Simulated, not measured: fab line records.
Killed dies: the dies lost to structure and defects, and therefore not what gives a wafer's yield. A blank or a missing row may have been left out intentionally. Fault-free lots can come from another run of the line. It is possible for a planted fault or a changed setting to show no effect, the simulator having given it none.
Chamber matching | flow n5Finfet | 3 sister chambers for N5_BEOL_M12_ILD_DEP_00 on pecvd-01
The step deposits SiOC from DEMS/O2, target thk 658.92 nm, time 130.7 s. 18 wafers are shown with their chamber, then 9 later ones without.

## EACH WAFER AND ITS CHAMBER
wafer  | chamber | throttleValvePct (%) | heaterPowerW (W) | showerheadPlenumPTorr (Torr)
L077.1 | 1       | 12.0                 | 517              | 5.709
L077.2 | 0       | 11.6                 | 417              | 5.675
L077.5 | 0       | 11.3                 | 457              | 5.696
L079.1 | 1       | 12.0                 | 455              | 5.700
L079.2 | 2       | 11.5                 | 535              | 5.690
L079.4 | 0       | 11.2                 | 459              | 5.680
L083.3 | 1       | 11.8                 | 512              | 5.710
L083.4 | 0       | 11.7                 | 438              | 5.682
L083.5 | 1       | 12.0                 | 523              | 5.685
L081.1 | 0       | 11.4                 | 469              | 5.683
L081.3 | 1       | 11.9                 | 477              | 5.697
L081.6 | 0       | 11.8                 | 388              | 5.681
L084.1 | 0       | 11.6                 | 458              | 5.676
L084.2 | 2       | 11.3                 | 560              | 5.693
L084.4 | 1       | 12.0                 | 420              | 5.699
L089.2 | 1       | 12.0                 | 508              | 5.696
L089.3 | 2       | 11.3                 | 512              | 5.709
L089.6 | 0       | 11.5                 | 462              | 5.688

SIGNATURES (averages over the wafers above)
reading               | chamber 0 | chamber 1 | chamber 2 | scatter within a chamber
throttleValvePct      | 11.512    | 11.957    | 11.367    | 0.153
heaterPowerW          | 443.50    | 487.43    | 535.67    | 32.1
showerheadPlenumPTorr | 5.68262   | 5.69943   | 5.69733   | 0.00799
Rule: for each reading, subtract the chamber's mean from the wafer's reading, divide by that reading's scatter and square the result; add these up over the readings and take the root, which gives the wafer's distance from the chamber. The wafer belongs to the nearest chamber; if the next one is less than 2 further off, it can't be placed. How the scatter is found: for the shown wafers, subtract from each reading the mean of its chamber, square and add these, divide the total by (wafers less chambers), then take the root.

## WAFERS WITH NO CHAMBER GIVEN
wafer  | throttleValvePct (%) | heaterPowerW (W) | showerheadPlenumPTorr (Torr)
L091.1 | 11.4                 | 483              | 5.701
L091.4 | 11.3                 | 529              | 5.709
L091.5 | 11.9                 | 515              | 5.691
L093.1 | 11.9                 | 492              | 5.707
L093.3 | 12.0                 | 524              | 5.691
L093.4 | 11.7                 | 436              | 5.678
L097.3 | 12.1                 | 430              | 5.682
L097.4 | 11.7                 | 461              | 5.697
L097.6 | 11.5                 | 476              | 5.696

## WHICH CHAMBER EACH WENT THROUGH
wafer  | from the rows above          | in truth
L091.1 | can't be placed: 2 or 0 or 1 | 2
L091.4 | 2                            | 2
L091.5 | 1                            | 1
L093.1 | 1                            | 1
L093.3 | 1                            | 1
L093.4 | 0                            | 0
L097.3 | can't be placed: 1 or 0      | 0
L097.4 | can't be placed: 1 or 0 or 2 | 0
L097.6 | can't be placed: 0 or 2 or 1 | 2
Correctly placed: 5 of 9. Unplaceable from these rows: 4, with the true chamber sitting among the candidates in 4. Placed wrongly: 0.
